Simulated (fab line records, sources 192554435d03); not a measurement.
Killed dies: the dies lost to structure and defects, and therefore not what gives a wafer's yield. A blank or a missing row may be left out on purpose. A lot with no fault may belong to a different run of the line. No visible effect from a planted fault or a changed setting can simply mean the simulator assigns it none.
fab line records	flow n5Finfet
record lots=24	wafers=72	lastDay=17
route steps=1938 shown BEOL_M15@1774 MIM_TOP@1838
lots untouched by any fault: they come from a run of this same line in which no faults occurred
startH: the number of hours between the record's first day and the start of the first shown wafer of the lot	waitH: hours elapsed since this lot's preceding step	" unchanged from the row above	L1.1+2: a single row standing in for several wafers	- value missing, or start not given	* or withheld: withheld	< > ~ a bound
route shown NAME@n: a module of which the file shows steps, and the number in the route of the first	usual: average and standard deviation across the fault-free wafers	same: alike in all rows	chamber/n: place in a boat	sites: per-site readings	_std_site: standard deviation across them	_edge_site: inner sites' mean taken away from outer sites' mean	radiusMm: how far each site lies from the wafer's centre	mask NAME#n: copy n	behind: the most recent tool/chamber to have shaped the wafer	hold: why the lot went on hold/how many hours it stayed there/how the hold came to an end	device: names the non-switching transistor (n, p or np)	end of line: tests run on the same wafers once the route is complete	step lacking rows: just its recipe	killed: at the first sort, the dies lost to defects and structure; wafer yield is something else	map: dies across one wafer; x = killed, . = not, _ = none there
set.NAME: setting as actually run; set.NAME@STEP: the setting as run at that earlier step	model.NAME: the simulator's own value behind a step, which no gauge read
one table for each step of the route and one row for each wafer, over a sample of lots
services: when a tool's chamber went out of use (startH, in hours from the record's first day, below 0 if earlier), for how many hours, and the reason
## steps
# step N5_BEOL_M15_THK_MEAS_01
# recipe reads=SiO2_of_BEOL_M15_ILD_DEP_00
# usual M15_ILD_THK=1630/18
lot.wafer	tool	chamber	startH	waitH	M15_ILD_THK[nm]
L074.1	filmMetro-02	-	243.00	0.1	1606
L074.2	"	-	"	"	1631
L074.5	"	-	"	"	1653
L076.1	filmMetro-01	-	248.72	0.1	1612
L076.2	"	-	"	"	1622
L076.4	"	-	"	"	1646
L075.1	filmMetro-02	-	256.76	0.1	1601
L075.2	"	-	"	"	1616
L075.3	"	-	"	"	1615
L077.2	filmMetro-02	-	256.88	0.1	1616
L077.3	"	-	"	"	1626
L077.5	"	-	"	"	1636
L078.2	filmMetro-02	-	273.49	0.1	1621
L078.3	"	-	"	"	1616
L078.6	"	-	"	"	1653
L079.1	filmMetro-02	-	285.74	0.1	1602
L079.4	"	-	"	"	1645
L079.6	"	-	"	"	1628
L080.4	filmMetro-02	-	287.99	0.0	1648
L080.5	"	-	"	"	1641
L080.6	"	-	"	"	1625
L081.3	filmMetro-01	-	295.55	0.1	1640
L081.4	"	-	"	"	1646
L081.5	"	-	"	"	1640
L084.1	filmMetro-01	-	302.39	0.1	1643
L084.2	"	-	"	"	1607
L084.6	"	-	"	"	1635
L082.1	filmMetro-01	-	306.04	0.1	1607
L082.2	"	-	"	"	1627
L082.6	"	-	"	"	1650
L083.2	filmMetro-01	-	306.33	0.1	1611
L083.4	"	-	"	"	1633
L083.6	"	-	"	"	1644
L085.1	filmMetro-01	-	324.91	0.1	1636
L085.5	"	-	"	"	1660
L085.6	"	-	"	"	1617
L087.1	filmMetro-01	-	328.69	0.1	1615
L087.5	"	-	"	"	1621
L087.6	"	-	"	"	1639
L089.1	filmMetro-02	-	336.54	0.1	1626
L089.3	"	-	"	"	1586
L089.4	"	-	"	"	1634
L086.1	filmMetro-01	-	342.05	0.1	1640
L086.2	"	-	"	"	1617
L086.4	"	-	"	"	1646
L088.1	filmMetro-02	-	350.09	0.1	1630
L088.4	"	-	"	"	1627
L088.5	"	-	"	"	1656
L090.3	filmMetro-02	-	355.52	0.1	1615
L090.5	"	-	"	"	1641
L090.6	"	-	"	"	1647
L092.2	filmMetro-02	-	358.88	0.1	1624
L092.4	"	-	"	"	1644
L092.6	"	-	"	"	1643
L091.1	filmMetro-02	-	361.51	0.1	1649
L091.4	"	-	"	"	1633
L091.5	"	-	"	"	1665
L093.1	filmMetro-02	-	379.70	0.1	1662
L093.4	"	-	"	"	1666
L093.6	"	-	"	"	1662
L094.1	filmMetro-01	-	384.97	0.1	1606
L094.2	"	-	"	"	1640
L094.6	"	-	"	"	1629
L097.1	filmMetro-02	-	385.00	0.1	1621
L097.2	"	-	"	"	1599
L097.3	"	-	"	"	1621
L095.3	filmMetro-02	-	388.38	0.1	1606
L095.5	"	-	"	"	1643
L095.6	"	-	"	"	1670
L096.1	filmMetro-02	-	394.12	0.1	1621
L096.4	"	-	"	"	1661
L096.6	"	-	"	"	1647
# step N5_BEOL_M15_CD_MEAS_10
# recipe targetCdNm=360	landingEnergyEv=500	detector=seInlens	polarity=opening
# usual cdNm=359.5/1.6
lot.wafer	tool	chamber	startH	waitH	cdNm
L074.1	cdSem-03	0	243.31	-	357.9
L074.2	"	0	"	"	358.2
L074.5	"	0	"	"	357.4
L076.1	cdSem-02	0	249.02	-	360.7
L076.2	"	0	"	"	358.9
L076.4	"	0	"	"	361.2
L075.1	cdSem-01	0	257.19	-	358.4
L075.2	"	0	"	"	358.2
L075.3	"	0	"	"	359.6
L077.2	cdSem-02	0	257.35	-	361.6
L077.3	"	0	"	"	357.9
L077.5	"	0	"	"	360.0
L078.2	cdSem-03	0	273.80	-	357.2
L078.3	"	0	"	"	357.9
L078.6	"	0	"	"	356.0
L079.1	cdSem-01	0	286.17	-	363.8
L079.4	"	0	"	"	360.0
L079.6	"	0	"	"	361.5
L080.4	cdSem-03	0	288.42	-	360.3
L080.5	"	0	"	"	360.8
L080.6	"	0	"	"	358.9
L081.3	cdSem-02	0	295.98	-	358.8
L081.4	"	0	"	"	358.1
L081.5	"	0	"	"	357.1
L084.1	cdSem-03	0	302.69	-	356.8
L084.2	"	0	"	"	359.5
L084.6	"	0	"	"	358.2
L082.1	cdSem-01	0	306.35	-	359.0
L082.2	"	0	"	"	358.1
L082.6	"	0	"	"	359.0
L083.2	cdSem-03	0	306.76	-	357.3
L083.4	"	0	"	"	361.2
L083.6	"	0	"	"	361.3
L085.1	cdSem-03	0	325.34	-	361.2
L085.5	"	0	"	"	359.5
L085.6	"	0	"	"	359.6
L087.1	cdSem-01	0	329.12	-	359.9
L087.5	"	0	"	"	358.4
L087.6	"	0	"	"	357.7
L089.1	cdSem-01	0	336.84	-	362.7
L089.3	"	0	"	"	359.6
L089.4	"	0	"	"	359.8
L086.1	cdSem-01	0	342.36	-	360.1
L086.2	"	0	"	"	356.6
L086.4	"	0	"	"	361.0
L088.1	cdSem-02	0	350.52	-	359.6
L088.4	"	0	"	"	360.1
L088.5	"	0	"	"	360.7
L090.3	cdSem-03	0	355.95	-	358.4
L090.5	"	0	"	"	358.3
L090.6	"	0	"	"	357.1
L092.2	cdSem-02	0	359.18	-	361.4
L092.4	"	0	"	"	358.2
L092.6	"	0	"	"	357.9
L091.1	cdSem-01	0	361.81	-	359.9
L091.4	"	0	"	"	361.6
L091.5	"	0	"	"	359.9
L093.1	cdSem-03	0	380.01	-	360.1
L093.4	"	0	"	"	361.6
L093.6	"	0	"	"	361.8
L094.1	cdSem-02	0	385.28	-	361.2
L094.2	"	0	"	"	360.4
L094.6	"	0	"	"	361.0
L097.1	cdSem-02	0	385.44	-	358.7
L097.2	"	0	"	"	359.3
L097.3	"	0	"	"	358.2
L095.3	cdSem-01	0	388.81	-	361.5
L095.5	"	0	"	"	360.4
L095.6	"	0	"	"	358.1
L096.1	cdSem-02	0	394.42	-	358.8
L096.4	"	0	"	"	359.5
L096.6	"	0	"	"	359.6
# step N5_BEOL_M15_CD_MEAS_28
# recipe targetCdNm=407.6	landingEnergyEv=500	detector=seInlens
# usual cdNm=407.7/1.4
lot.wafer	tool	chamber	startH	waitH	cdNm
L074.1	cdSem-03	0	244.77	-	407.3
L074.2	"	0	"	"	407.3
L074.5	"	0	"	"	406.2
L076.1	cdSem-03	0	250.64	-	407.3
L076.2	"	0	"	"	404.5
L076.4	"	0	"	"	407.6
L075.1	cdSem-01	0	258.78	-	406.1
L075.2	"	0	"	"	406.5
L075.3	"	0	"	"	406.4
L077.2	cdSem-01	0	259.18	-	408.1
L077.3	"	0	"	"	407.3
L077.5	"	0	"	"	408.0
L078.2	cdSem-03	0	275.49	-	404.6
L078.3	"	0	"	"	405.4
L078.6	"	0	"	"	404.6
L079.1	cdSem-01	0	287.89	-	408.4
L079.4	"	0	"	"	408.7
L079.6	"	0	"	"	408.6
L080.4	cdSem-03	0	289.88	-	409.1
L080.5	"	0	"	"	408.7
L080.6	"	0	"	"	408.6
L081.3	cdSem-02	0	297.56	-	406.8
L081.4	"	0	"	"	405.9
L081.5	"	0	"	"	407.2
L084.1	cdSem-02	0	304.33	-	406.7
L084.2	"	0	"	"	407.3
L084.6	"	0	"	"	406.3
L082.1	cdSem-03	0	308.06	-	408.7
L082.2	"	0	"	"	409.5
L082.6	"	0	"	"	410.1
L083.2	cdSem-01	0	308.54	-	408.2
L083.4	"	0	"	"	407.1
L083.6	"	0	"	"	407.0
L085.1	cdSem-02	0	327.05	-	409.2
L085.5	"	0	"	"	410.1
L085.6	"	0	"	"	409.6
L087.1	cdSem-02	0	330.83	-	407.5
L087.5	"	0	"	"	407.7
L087.6	"	0	"	"	406.4
L089.1	cdSem-03	0	338.30	-	406.7
L089.3	"	0	"	"	406.6
L089.4	"	0	"	"	406.4
L086.1	cdSem-01	0	344.33	-	406.4
L086.2	"	0	"	"	407.3
L086.4	"	0	"	"	406.3
L088.1	cdSem-02	0	352.10	-	409.9
L088.4	"	0	"	"	410.1
L088.5	"	0	"	"	408.7
L090.3	cdSem-02	0	357.41	-	408.5
L090.5	"	0	"	"	408.3
L090.6	"	0	"	"	407.2
L092.2	cdSem-01	0	360.77	-	406.7
L092.4	"	0	"	"	407.3
L092.6	"	0	"	"	408.3
L091.1	cdSem-01	0	363.39	-	405.7
L091.4	"	0	"	"	405.0
L091.5	"	0	"	"	405.4
L093.1	cdSem-01	0	381.51	-	410.7
L093.4	"	0	"	"	409.1
L093.6	"	0	"	"	410.5
L094.1	cdSem-03	0	387.08	-	405.5
L094.2	"	0	"	"	407.4
L094.6	"	0	"	"	407.6
L097.1	cdSem-02	0	387.39	-	409.1
L097.2	"	0	"	"	408.3
L097.3	"	0	"	"	409.2
L095.3	cdSem-03	0	390.41	-	408.6
L095.5	"	0	"	"	408.3
L095.6	"	0	"	"	409.6
L096.1	cdSem-03	0	396.30	-	407.4
L096.4	"	0	"	"	406.8
L096.6	"	0	"	"	408.2
# step N5_BEOL_M15_DESCUM_33
# recipe chemistry=O2	timeS=7.9	sourcePowerW=50	biasPowerW=20	pressureMtorr=20	rfFrequencyHz=2.712e+07	tempC=40	o2FlowSccm=225
# usual drypumpMotorCurrentA=5.50/0.26	oesProductAu=0.81/0.088	rfVppV=243.1/1.3	showerheadPlenumPTorr=2.09/0.07	tempC=40.02/0.11	throttleValvePct=20.39/0.23
lot.wafer	tool	chamber	startH	waitH	drypumpMotorCurrentA	oesProductAu	rfHoursCounterH	rfVppV	showerheadPlenumPTorr	tempC	throttleValvePct
L074.1	rieDiel-01	1	244.85	0.0	5.45	0.95	19	244.3	2.15	40.09	20.03
L074.2	"	3	"	"	5.16	0.83	74	244.4	2.12	39.91	20.69
L074.5	"	0	"	"	5.42	0.73	-	242.8	2.01	39.97	20.61
L076.1	rieDiel-01	0	250.73	0.0	5.42	0.74	175	240.4	2.00	40.01	20.61
L076.2	"	3	"	"	5.19	0.83	77	244.9	2.12	40.07	20.70
L076.4	"	0	"	"	5.42	0.74	-	241.1	2.01	39.93	20.61
L075.1	rieDiel-01	0	258.86	0.0	5.41	0.73	177	241.3	2.00	40.03	20.64
L075.2	"	3	"	"	5.14	0.83	79	243.7	2.12	40.07	20.71
L075.3	"	1	"	"	5.46	0.94	25	245.1	2.15	40.17	20.04
L077.2	rieDiel-01	0	259.27	0.0	5.41	0.75	178	241.7	2.00	39.83	20.60
L077.3	"	3	"	"	5.15	0.83	79	244.8	2.12	39.99	20.72
L077.5	"	1	"	"	5.47	0.93	-	244.7	2.15	39.86	20.04
L078.2	rieDiel-01	0	275.83	0.3	5.41	0.73	181	243.4	2.00	39.99	20.62
L078.3	"	2	"	"	5.72	0.98	5	244.2	2.14	40.11	20.54
L078.6	"	3	"	"	5.16	0.82	-	243.6	2.12	40.03	20.71
L079.1	rieDiel-02	1	287.98	0.0	5.63	0.80	94	242.1	2.02	39.91	20.50
L079.4	"	2	"	"	5.83	0.81	111	243.4	2.11	40.24	20.05
L079.6	"	3	"	"	5.34	0.73	-	242.9	1.99	40.01	20.51
L080.4	rieDiel-06	2	289.98	0.0	5.40	0.70	-	245.2	2.16	40.08	20.29
L080.5	"	3	"	"	5.89	0.81	-	245.1	2.21	39.82	20.16
L080.6	"	0	"	"	5.76	0.98	-	242.8	2.05	39.98	20.24
L081.3	rieDiel-01	3	297.65	0.0	5.14	0.80	89	244.0	2.12	40.14	20.75
L081.4	"	2	"	"	5.78	0.95	10	244.0	2.14	40.12	20.53
L081.5	"	0	"	"	5.41	0.73	-	242.2	2.00	39.97	20.64
L084.1	rieDiel-06	0	304.42	0.0	5.76	0.95	7	242.7	2.04	40.06	20.24
L084.2	"	3	"	"	5.92	0.82	106	245.5	2.21	40.04	20.16
L084.6	"	1	"	"	5.29	0.67	-	242.8	2.06	39.93	20.62
L082.1	rieDiel-02	3	308.26	0.1	5.33	0.73	196	242.2	1.99	39.99	20.52
L082.2	"	1	"	"	5.65	0.79	102	242.5	2.02	39.95	20.50
L082.6	"	1	"	"	5.64	0.78	-	242.4	2.02	39.97	20.50
L083.2	rieDiel-02	1	308.63	0.0	5.64	0.79	102	242.3	2.02	40.02	20.49
L083.4	"	0	"	"	5.12	0.90	21	242.7	2.15	39.85	20.25
L083.6	"	1	"	"	5.65	0.79	-	241.6	2.02	40.06	20.50
L085.1	rieDiel-06	1	327.14	0.0	5.31	0.66	247	243.2	2.06	40.13	20.64
L085.5	"	1	"	"	5.35	0.66	-	242.8	2.06	40.06	20.62
L085.6	"	0	"	"	5.75	0.93	-	243.2	2.04	40.03	20.24
L087.1	rieDiel-01	3	330.92	0.0	5.17	0.79	100	244.3	2.11	39.97	20.74
L087.5	"	0	"	"	5.41	0.72	-	242.0	2.00	40.00	20.64
L087.6	"	3	"	"	5.16	0.80	-	242.6	2.11	40.15	20.74
L089.1	rieDiel-06	2	338.39	0.0	5.43	0.69	228	244.2	2.16	39.92	20.32
L089.3	"	0	"	"	5.77	0.91	18	242.2	2.04	40.04	20.24
L089.4	"	1	"	"	5.28	0.66	250	242.0	2.06	40.25	20.64
L086.1	rieDiel-02	3	344.71	0.3	5.33	0.72	205	239.8	1.99	40.15	20.55
L086.2	"	0	"	"	5.09	0.88	31	242.6	2.15	40.00	20.26
L086.4	"	1	"	"	5.66	0.78	112	243.3	2.01	39.87	20.52
L088.1	rieDiel-06	2	352.19	0.0	5.43	0.69	235	244.4	2.16	40.03	20.34
L088.4	"	0	"	"	5.76	0.92	-	241.8	2.04	40.11	20.28
L088.5	"	2	"	"	5.41	0.70	-	245.4	2.16	40.15	20.34
L090.3	rieDiel-06	2	357.50	0.0	5.43	0.68	237	244.4	2.15	40.15	20.35
L090.5	"	3	"	"	5.88	0.79	-	244.6	2.20	40.22	20.19
L090.6	"	0	"	"	5.76	0.91	-	241.9	2.04	40.03	20.26
L092.2	rieDiel-02	0	360.86	0.0	5.11	0.87	36	243.9	2.14	39.89	20.26
L092.4	"	3	"	"	5.31	0.71	210	242.7	1.99	39.93	20.55
L092.6	"	0	"	"	5.09	0.87	-	244.0	2.14	39.63	20.26
L091.1	rieDiel-01	2	363.53	0.1	5.77	0.90	31	242.7	2.13	39.99	20.57
L091.4	"	0	"	"	5.42	0.72	208	242.5	1.99	40.12	20.68
L091.5	"	0	"	"	5.41	0.71	-	240.8	1.99	40.06	20.67
L093.1	rieDiel-02	1	381.59	0.0	5.67	0.77	124	240.0	2.01	40.05	20.51
L093.4	"	0	"	"	5.10	0.86	42	243.3	2.14	40.07	20.27
L093.6	"	3	"	"	5.35	0.71	-	240.7	1.98	39.90	20.55
L094.1	rieDiel-01	3	387.17	0.0	5.14	0.78	117	243.5	2.11	39.96	20.77
L094.2	"	1	"	"	5.49	0.88	57	243.2	2.14	40.20	20.07
L094.6	"	1	"	"	5.48	0.87	-	244.6	2.14	40.24	20.09
L097.1	rieDiel-02	3	387.48	0.0	5.36	0.71	217	240.9	1.98	40.20	20.57
L097.2	"	2	"	"	5.82	0.77	140	243.4	2.10	40.00	20.10
L097.3	"	1	"	"	5.65	0.76	126	241.9	2.01	39.93	20.53
L095.3	rieDiel-02	2	390.54	0.1	5.85	0.77	142	243.6	2.10	40.16	20.10
L095.5	"	2	"	"	5.87	0.77	-	241.7	2.10	39.98	20.09
L095.6	"	3	"	"	5.39	0.71	-	241.0	1.98	39.88	20.56
L096.1	rieDiel-06	1	396.39	0.0	5.33	0.95	13	242.2	2.05	40.00	20.24
L096.4	"	0	"	"	5.83	0.88	35	242.1	2.03	40.05	20.29
L096.6	"	3	"	"	5.89	0.78	-	245.3	2.20	39.91	20.22
# step N5_BEOL_M15_SPUTTER_44
# recipe material=Ta	targetThkA=150	tempC=50	biasV=80	powerW=15000	chamberPressurePa=0.07	timeS=24.19
# usual throttleValvePct=30.0/0.99
lot.wafer	tool	chamber	startH	waitH	throttleValvePct
L074.1	pvdSputter-02	-	247.23	0.0	28.7
L074.2	"	-	"	"	28.1
L074.5	"	-	"	"	28.8
L076.1	pvdSputter-02	-	252.70	0.0	30.3
L076.2	"	-	"	"	29.1
L076.4	"	-	"	"	29.0
L075.1	pvdSputter-01	-	261.35	0.0	30.8
L075.2	"	-	"	"	29.4
L075.3	"	-	"	"	30.4
L077.2	pvdSputter-01	-	267.07	0.0	30.5
L077.3	"	-	"	"	29.8
L077.5	"	-	"	"	30.6
L078.2	pvdSputter-03	-	278.30	0.0	31.9
L078.3	"	-	"	"	30.7
L078.6	"	-	"	"	31.9
L079.1	pvdSputter-01	-	293.28	0.0	30.4
L079.4	"	-	"	"	30.8
L079.6	"	-	"	"	30.3
L080.4	pvdSputter-02	-	293.75	0.0	30.5
L080.5	"	-	"	"	28.9
L080.6	"	-	"	"	30.8
L081.3	pvdSputter-03	-	299.49	0.0	32.0
L081.4	"	-	"	"	29.6
L081.5	"	-	"	"	30.7
L084.1	pvdSputter-01	-	306.86	0.0	29.5
L084.2	"	-	"	"	30.1
L084.6	"	-	"	"	30.4
L082.1	pvdSputter-01	-	313.19	0.0	29.7
L082.2	"	-	"	"	30.6
L082.6	"	-	"	"	30.8
L083.2	pvdSputter-03	-	313.29	0.0	30.6
L083.4	"	-	"	"	30.0
L083.6	"	-	"	"	29.9
L085.1	pvdSputter-03	-	329.08	0.0	31.6
L085.5	"	-	"	"	29.9
L085.6	"	-	"	"	31.7
L087.1	pvdSputter-02	-	334.19	0.0	27.9
L087.5	"	-	"	"	28.9
L087.6	"	-	"	"	27.9
L089.1	pvdSputter-03	-	340.55	0.0	29.8
L089.3	"	-	"	"	29.8
L089.4	"	-	"	"	30.7
L086.1	pvdSputter-02	-	345.73	0.0	30.6
L086.2	"	-	"	"	28.9
L086.4	"	-	"	"	28.0
L088.1	pvdSputter-01	-	353.24	0.0	30.4
L088.4	"	-	"	"	30.3
L088.5	"	-	"	"	30.5
L090.3	pvdSputter-03	-	359.69	0.0	30.1
L090.5	"	-	"	"	32.2
L090.6	"	-	"	"	29.8
L092.2	pvdSputter-01	-	363.34	0.0	30.3
L092.4	"	-	"	"	29.8
L092.6	"	-	"	"	30.8
L091.1	pvdSputter-03	-	364.64	0.0	29.7
L091.4	"	-	"	"	32.0
L091.5	"	-	"	"	30.8
L093.1	pvdSputter-02	-	382.87	0.0	28.8
L093.4	"	-	"	"	29.2
L093.6	"	-	"	"	30.7
L094.1	pvdSputter-03	-	389.94	0.0	30.1
L094.2	"	-	"	"	30.8
L094.6	"	-	"	"	30.0
L097.1	pvdSputter-01	-	390.01	0.0	30.3
L097.2	"	-	"	"	29.5
L097.3	"	-	"	"	30.3
L095.3	pvdSputter-02	-	392.01	0.0	30.4
L095.5	"	-	"	"	29.1
L095.6	"	-	"	"	28.8
L096.1	pvdSputter-01	-	398.04	0.0	30.8
L096.4	"	-	"	"	29.4
L096.6	"	-	"	"	30.1
# step N5_MIM_TOP_SPUTTER_03
# recipe material=TiN	targetThkA=350	tempC=200	powerW=3000	chamberPressurePa=0.49996	gas=Ar	reactivePartialPa=0.37997	timeS=89.7
# usual throttleValvePct=29.8/1
lot.wafer	tool	chamber	startH	waitH	throttleValvePct
L074.1	pvdSputter-02	-	253.22	0.0	28.1
L074.2	"	-	"	"	29.0
L074.5	"	-	"	"	29.0
L076.1	pvdSputter-01	-	261.11	0.0	29.3
L076.2	"	-	"	"	30.2
L076.4	"	-	"	"	30.7
L075.1	pvdSputter-01	-	264.69	0.0	29.6
L075.2	"	-	"	"	30.4
L075.3	"	-	"	"	31.0
L077.2	pvdSputter-01	-	274.69	0.0	29.7
L077.3	"	-	"	"	30.5
L077.5	"	-	"	"	30.2
L078.2	pvdSputter-02	-	283.47	0.0	29.1
L078.3	"	-	"	"	29.1
L078.6	"	-	"	"	30.6
L079.1	pvdSputter-02	-	298.89	0.0	27.8
L079.4	"	-	"	"	30.7
L079.6	"	-	"	"	30.4
L080.4	pvdSputter-02	-	299.41	0.0	28.8
L080.5	"	-	"	"	28.1
L080.6	"	-	"	"	30.4
L081.3	pvdSputter-02	-	303.73	0.0	30.4
L081.4	"	-	"	"	27.8
L081.5	"	-	"	"	28.8
L084.1	pvdSputter-02	-	313.53	0.0	27.9
L084.2	"	-	"	"	28.8
L084.6	"	-	"	"	28.8
L082.1	pvdSputter-03	-	317.45	0.0	30.1
L082.2	"	-	"	"	32.0
L082.6	"	-	"	"	30.0
L083.2	pvdSputter-02	-	317.57	0.0	30.5
L083.4	"	-	"	"	27.9
L083.6	"	-	"	"	27.8
L085.1	pvdSputter-01	-	334.36	0.0	30.6
L085.5	"	-	"	"	29.4
L085.6	"	-	"	"	30.4
L087.1	pvdSputter-01	-	337.64	0.0	29.2
L087.5	"	-	"	"	30.3
L087.6	"	-	"	"	30.6
L089.1	pvdSputter-03	-	345.33	0.0	32.0
L089.3	"	-	"	"	30.0
L089.4	"	-	"	"	30.0
L086.1	pvdSputter-02	-	352.80	0.0	28.9
L086.2	"	-	"	"	28.0
L086.4	"	-	"	"	30.4
L088.1	pvdSputter-01	-	356.97	0.0	30.2
L088.4	"	-	"	"	30.9
L088.5	"	-	"	"	30.2
L090.3	pvdSputter-01	-	364.34	0.0	30.4
L090.5	"	-	"	"	30.2
L090.6	"	-	"	"	30.4
L092.2	pvdSputter-03	-	369.08	0.0	31.9
L092.4	"	-	"	"	30.1
L092.6	"	-	"	"	31.9
L091.1	pvdSputter-01	-	369.50	0.0	30.6
L091.4	"	-	"	"	30.1
L091.5	"	-	"	"	30.2
L093.1	pvdSputter-01	-	389.41	0.0	29.6
L093.4	"	-	"	"	30.4
L093.6	"	-	"	"	30.4
L094.1	pvdSputter-02	-	395.93	0.0	30.5
L094.2	"	-	"	"	28.9
L094.6	"	-	"	"	27.9
L097.1	pvdSputter-02	-	396.21	0.0	28.0
L097.2	"	-	"	"	28.9
L097.3	"	-	"	"	28.8
L095.3	pvdSputter-01	-	397.72	0.0	29.5
L095.5	"	-	"	"	30.5
L095.6	"	-	"	"	29.4
L096.1	pvdSputter-03	-	402.84	0.0	32.1
L096.4	"	-	"	"	30.2
L096.6	"	-	"	"	29.8
## services
tool	chamber	startH	hours	kind
rieDiel-02	0	233.89	-	clean
rieDiel-02	0	233.89	-	consumableReplace:focusRing
rieDiel-02	0	233.89	14.9	scheduledDown
rieDiel-02	0	233.89	14.9	ventCycle
pvdSputter-03	-	235.09	39.9	repair
rieDiel-01	2	235.33	5.0	repair
rieDiel-01	2	242.52	-	clean
rieDiel-01	2	242.52	-	consumableReplace:focusRing
rieDiel-01	2	242.52	17.4	scheduledDown
rieDiel-01	2	242.52	17.4	ventCycle
rieDiel-02	1	243.32	8.0	repair
rieDiel-06	0	260.74	-	clean
rieDiel-06	0	260.74	-	consumableReplace:focusRing
rieDiel-06	0	260.74	22.9	scheduledDown
rieDiel-06	0	260.74	22.9	ventCycle
rieDiel-01	1	313.05	21.1	repair
rieDiel-06	1	339.35	-	clean
rieDiel-06	1	339.35	-	consumableReplace:focusRing
rieDiel-06	1	339.35	14.3	scheduledDown
rieDiel-06	1	339.35	14.3	ventCycle
rieDiel-06	3	342.18	7.7	repair
rieDiel-06	0	344.37	5.4	repair
rieDiel-06	2	401.69	-	clean
rieDiel-06	2	401.69	-	consumableReplace:focusRing
## key
fault none
